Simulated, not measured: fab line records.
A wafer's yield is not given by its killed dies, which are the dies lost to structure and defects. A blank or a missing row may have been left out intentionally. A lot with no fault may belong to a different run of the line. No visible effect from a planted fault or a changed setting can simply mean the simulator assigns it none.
Split-lot experiment | flow n5-finfet | 21 wafers read from 7 lots, route of 1938 steps

== ABOUT THE SPLIT ==
At N5_BEOL_M4_HM_DEP_02 (deposits TiN, target thk 20 nm), the setting target-thk-a was moved away from the recipe's 200 angstrom on 4 of the 21 wafers read, by -9.7% to +7.9%. For the rest of the wafers, this setting stayed at what the recipe calls for.

== FROM THE SPLIT TO THE READING: what the file shows between them, 9 steps ==
- N5_BEOL_M4_COAT_73: time 60 s, resist thk 5 nm (also split here: spin-rpm)
- N5_BEOL_M4_COAT_05: resist thk 30 nm
- N5_BEOL_M4_EBR_07
- N5_BEOL_M4_DESCUM_16: chemistry O2, time 7 s
- N5_BEOL_M4_ETCH_74: etches underlayer in N2/H2, target depth 6.5 nm, time 5.2 s
- N5_BEOL_M4_ETCH_63: etches SiARC in CF4, target depth 15.6 nm, time 26 s
- N5_BEOL_M4_ETCH_64: etches SOC in N2/H2, target depth 75 nm, overetch 22.5 nm, time 121.9 s
- N5_BEOL_M4_STRIP_75: strips in N2/H2
- N5_BEOL_M4_STRIP_66: strips in CF4

== THE READING ==
etch.depth-nm (the simulator's own value, which no gauge read), in nm, at N5_BEOL_M4_HM_OPEN_17 (chemistry Cl2/BCl3, target TiN, target depth 20 nm, overetch 6 nm). The file does not state a usual value for it. Here, 17 wafers ran the recipe; their average is 19.98 nm with a standard deviation of 0.18 nm.

wafer  | tool, chamber at the split | target-thk-a as run, angstrom | against the recipe | etch.depth-nm, nm | against lot-mates on the recipe
L079.1 | pvd-sputter-01, -          | 200                           | recipe             | 19.99             | -
L079.2 | pvd-sputter-01, -          | 200                           | recipe             | 20.14             | -
L079.6 | pvd-sputter-01, -          | 200                           | recipe             | 19.89             | -
L081.3 | pvd-sputter-02, -          | 200                           | recipe             | 20.02             | -
L081.5 | pvd-sputter-02, -          | 211.8                         | +5.9%              | 21.37             | +1.45
L081.6 | pvd-sputter-02, -          | 200                           | recipe             | 19.82             | -
L082.1 | pvd-sputter-01, -          | 200                           | recipe             | 19.84             | -
L082.2 | pvd-sputter-01, -          | 200                           | recipe             | 19.89             | -
L082.3 | pvd-sputter-01, -          | 200                           | recipe             | 20.04             | -
L086.3 | pvd-sputter-03, -          | 200                           | recipe             | 20.34             | -
L086.5 | pvd-sputter-03, -          | 200                           | recipe             | 20.3              | -
L086.6 | pvd-sputter-03, -          | 200                           | recipe             | 20.14             | -
L088.1 | pvd-sputter-03, -          | 200                           | recipe             | 20.13             | -
L088.2 | pvd-sputter-03, -          | 215.7                         | +7.9%              | 21.51             | +1.38
L088.4 | pvd-sputter-03, -          | 215.7                         | +7.9%              | 21.55             | +1.42
L093.3 | pvd-sputter-02, -          | 200                           | recipe             | 19.82             | -
L093.4 | pvd-sputter-02, -          | 180.7                         | -9.7%              | 17.93             | -1.91
L093.5 | pvd-sputter-02, -          | 200                           | recipe             | 19.87             | -
L095.1 | pvd-sputter-03, -          | 200                           | recipe             | 19.8              | -
L095.2 | pvd-sputter-03, -          | 200                           | recipe             | 19.71             | -
L095.4 | pvd-sputter-03, -          | 200                           | recipe             | 19.86             | -

FIT RESULTS
A straight line over all 21 wafers: etch.depth-nm changes by +0.209 nm for each +1% of target-thk-a; r = +0.97; the points scatter about the line by 0.17 nm.
The same after taking each lot's own level away (the mean of its wafers on the recipe; 21 wafers): +0.195 nm for each +1%; r = +0.99; scatter 0.11 nm.
According to that fit, moving target-thk-a by its largest amount changes the reading by 1.9 nm.
Measured against the standard deviation above, the lots' own levels, which go from 19.790 to 20.260 nm, span 2.7 times it.
So the lot-to-lot level changes the slope little: the two slopes agree.
Check: with one of the wafers moved furthest among these (-9.7%) left out of the fit, the line predicts -1.85 nm for it against its lot-mates. Against them it came out at -1.91 nm.

== FURTHER SPLITS ON THESE WAFERS ==
These wafers also went through other splits before the reading. Each is held against what the fit with the lots' levels taken away leaves over:
other split on the same wafers  | wafers away from the commonest value | r with etch.depth-nm (lot level and that fit taken away)
N5_BEOL_M1_EXPOSE_25 dose-mj    | 8                                    | -0.25
N5_BEOL_M2_VIA_ETCH_34 source-w | 6                                    | -0.08
N5_BEOL_M4_COAT_73 spin-rpm     | 8                                    | -0.01

== THE WHOLE CHAIN: every reading that the file lists as answering this split, in the file's order ==
step                  | what it does                                                      | reading                                                                          | change (the file's fit)               | r (the file's)
N5_BEOL_M4_HM_DEP_02  | deposits TiN, target thk 20 nm                                    | TiN_of_BEOL_M4_HM_DEP_02.thk-nm (the simulator's own value, which no gauge read) | +0.196 nm for each +1% of the setting | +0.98
N5_BEOL_M4_HM_OPEN_17 | chemistry Cl2/BCl3, target TiN, target depth 20 nm, overetch 6 nm | etch.depth-nm (the simulator's own value, which no gauge read)                   | +0.2 nm for each +1% of the setting   | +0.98

== FILE'S OWN FIT ==
etch.depth-nm changes by +0.2 nm for each +1% of target-thk-a, r = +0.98.
